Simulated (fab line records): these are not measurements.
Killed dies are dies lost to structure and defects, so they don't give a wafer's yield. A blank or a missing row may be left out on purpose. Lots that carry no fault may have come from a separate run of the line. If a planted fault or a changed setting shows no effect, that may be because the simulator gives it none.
Chamber matching || flow n5_finfet || N5_GATE_CUT_ETCH_37 on rie_diel-06 has 4 sister chambers
The step etches SOC in N2/H2, target depth 60 nm, overetch 12 nm, time 90 s. 16 wafers are shown with their chamber, then 8 later ones without.

WAFERS PAIRED WITH THEIR CHAMBERS
{"wafer": "L074.2", "chamber": 1, "showerhead_plenum_p_Torr (Torr)": 2.54, "drypump_motor_current_A (A)": 6.5, "oes_product_au (a.u.)": 0.63}
{"wafer": "L074.3", "chamber": 0, "showerhead_plenum_p_Torr (Torr)": 2.47, "drypump_motor_current_A (A)": 5.2, "oes_product_au (a.u.)": 0.74}
{"wafer": "L074.5", "chamber": 1, "showerhead_plenum_p_Torr (Torr)": 2.54, "drypump_motor_current_A (A)": 6.5, "oes_product_au (a.u.)": 0.62}
{"wafer": "L075.1", "chamber": 2, "showerhead_plenum_p_Torr (Torr)": 2.65, "drypump_motor_current_A (A)": 5.7, "oes_product_au (a.u.)": 0.69}
{"wafer": "L075.2", "chamber": 1, "showerhead_plenum_p_Torr (Torr)": 2.54, "drypump_motor_current_A (A)": 6.5, "oes_product_au (a.u.)": 0.63}
{"wafer": "L075.3", "chamber": 3, "showerhead_plenum_p_Torr (Torr)": 2.64, "drypump_motor_current_A (A)": 5.6, "oes_product_au (a.u.)": 0.67}
{"wafer": "L075.4", "chamber": 0, "showerhead_plenum_p_Torr (Torr)": 2.47, "drypump_motor_current_A (A)": 5.2, "oes_product_au (a.u.)": 0.74}
{"wafer": "L075.5", "chamber": 2, "showerhead_plenum_p_Torr (Torr)": 2.65, "drypump_motor_current_A (A)": 5.7, "oes_product_au (a.u.)": 0.69}
{"wafer": "L075.6", "chamber": 1, "showerhead_plenum_p_Torr (Torr)": 2.54, "drypump_motor_current_A (A)": 6.5, "oes_product_au (a.u.)": 0.63}
{"wafer": "L076.1", "chamber": 0, "showerhead_plenum_p_Torr (Torr)": 2.47, "drypump_motor_current_A (A)": 5.2, "oes_product_au (a.u.)": 0.73}
{"wafer": "L076.3", "chamber": 2, "showerhead_plenum_p_Torr (Torr)": 2.65, "drypump_motor_current_A (A)": 5.7, "oes_product_au (a.u.)": 0.69}
{"wafer": "L076.6", "chamber": 0, "showerhead_plenum_p_Torr (Torr)": 2.47, "drypump_motor_current_A (A)": 5.2, "oes_product_au (a.u.)": 0.73}
{"wafer": "L082.2", "chamber": 3, "showerhead_plenum_p_Torr (Torr)": 2.64, "drypump_motor_current_A (A)": 5.7, "oes_product_au (a.u.)": 0.66}
{"wafer": "L082.4", "chamber": 2, "showerhead_plenum_p_Torr (Torr)": 2.64, "drypump_motor_current_A (A)": 5.6, "oes_product_au (a.u.)": 0.67}
{"wafer": "L082.5", "chamber": 0, "showerhead_plenum_p_Torr (Torr)": 2.47, "drypump_motor_current_A (A)": 5.2, "oes_product_au (a.u.)": 0.72}
{"wafer": "L088.2", "chamber": 1, "showerhead_plenum_p_Torr (Torr)": 2.53, "drypump_motor_current_A (A)": 6.6, "oes_product_au (a.u.)": 0.61}

SIGNATURES (averages over the wafers above)
{"reading": "showerhead_plenum_p_Torr", "chamber 0": 2.4700, "chamber 1": 2.5380, "chamber 2": 2.6475, "chamber 3": 2.6400, "scatter within a chamber": 0.00359}
{"reading": "drypump_motor_current_A", "chamber 0": 5.200, "chamber 1": 6.520, "chamber 2": 5.675, "chamber 3": 5.650, "scatter within a chamber": 0.0413}
{"reading": "oes_product_au", "chamber 0": 0.7320, "chamber 1": 0.6240, "chamber 2": 0.6850, "chamber 3": 0.6650, "scatter within a chamber": 0.0089}
Rule: a wafer's distance from a chamber is the root of the sum, over the readings, of the square of ((its reading less the chamber's mean) divided by the reading's scatter). If the next closest chamber is less than 2 further off than the closest, the wafer can't be placed; otherwise it belongs to the closest. The scatter: the root of (the sum of the squares of (reading less its chamber's mean) over the shown wafers, divided by (wafers less chambers)).

WAFERS WITH NO CHAMBER GIVEN
{"wafer": "L088.3", "showerhead_plenum_p_Torr (Torr)": 2.63, "drypump_motor_current_A (A)": 5.7, "oes_product_au (a.u.)": 0.66}
{"wafer": "L088.5", "showerhead_plenum_p_Torr (Torr)": 2.53, "drypump_motor_current_A (A)": 6.6, "oes_product_au (a.u.)": 0.62}
{"wafer": "L091.1", "showerhead_plenum_p_Torr (Torr)": 2.63, "drypump_motor_current_A (A)": 5.7, "oes_product_au (a.u.)": 0.65}
{"wafer": "L091.2", "showerhead_plenum_p_Torr (Torr)": 2.53, "drypump_motor_current_A (A)": 6.5, "oes_product_au (a.u.)": 0.60}
{"wafer": "L091.4", "showerhead_plenum_p_Torr (Torr)": 2.64, "drypump_motor_current_A (A)": 5.7, "oes_product_au (a.u.)": 0.66}
{"wafer": "L095.1", "showerhead_plenum_p_Torr (Torr)": 2.46, "drypump_motor_current_A (A)": 5.2, "oes_product_au (a.u.)": 0.71}
{"wafer": "L095.3", "showerhead_plenum_p_Torr (Torr)": 2.63, "drypump_motor_current_A (A)": 5.6, "oes_product_au (a.u.)": 0.65}
{"wafer": "L095.5", "showerhead_plenum_p_Torr (Torr)": 2.46, "drypump_motor_current_A (A)": 5.2, "oes_product_au (a.u.)": 0.71}

EACH ONE'S CHAMBER
{"wafer": "L088.3", "from the rows above": 3, "in truth": 3}
{"wafer": "L088.5", "from the rows above": 1, "in truth": 1}
{"wafer": "L091.1", "from the rows above": 3, "in truth": 3}
{"wafer": "L091.2", "from the rows above": 1, "in truth": 1}
{"wafer": "L091.4", "from the rows above": 3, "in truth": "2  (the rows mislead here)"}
{"wafer": "L095.1", "from the rows above": 0, "in truth": 0}
{"wafer": "L095.3", "from the rows above": 3, "in truth": 3}
{"wafer": "L095.5", "from the rows above": 0, "in truth": 0}
Correct placement for 7 of the 8. Left unplaced by these rows: 0. Placed wrongly: 1.
